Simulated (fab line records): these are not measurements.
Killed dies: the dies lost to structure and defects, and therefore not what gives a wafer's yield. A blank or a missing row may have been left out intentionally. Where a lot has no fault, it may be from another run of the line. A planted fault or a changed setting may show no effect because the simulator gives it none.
Chamber matching | flow n5Finfet | rieDiel-03 running N5_DUMMY_GATE_STRIP_48: 4 sister chambers
The step strips in N2/H2, time 20 s. 4 wafers are shown with their chamber, then 9 later ones without.

## WAFERS PAIRED WITH THEIR CHAMBERS
wafer  | chamber | drypumpMotorCurrentA (A)
L091.3 | 0       | 5.5
L091.6 | 3       | 5.1
L094.5 | 1       | 5.4
L094.6 | 2       | 6.1

## WAFERS WHOSE CHAMBER IS MISSING
wafer  | drypumpMotorCurrentA (A)
L095.2 | 5.1
L095.3 | 5.5
L095.5 | 5.5
L096.1 | 5.4
L096.3 | 5.1
L096.5 | 5.5
L097.1 | 5.5
L097.2 | 6.2
L097.3 | 5.4

## CHAMBER TAKEN BY EACH
wafer  | from the rows above | in truth
L095.2 | 3                   | 3
L095.3 | 0                   | 0
L095.5 | 0                   | 0
L096.1 | 1                   | 1
L096.3 | 3                   | 3
L096.5 | 0                   | 0
L097.1 | 0                   | 0
L097.2 | 2                   | 2
L097.3 | 1                   | 1
Correct placement for 9 of the 9. Number that these rows cannot place: 0. Number placed wrongly: 0.
How it was worked out, from the rows above alone: a wafer's distance from a chamber is the root of the sum, over the readings, of the square of ((its reading less the chamber's mean) divided by the reading's scatter). If the next closest chamber is less than 2 further off than the closest, the wafer can't be placed; otherwise it belongs to the closest. The mean given for a chamber averages the wafers shown for that chamber. The scatter: root of mean squared gap, hidden wafer to nearest shown wafer, with one shown wafer a chamber.
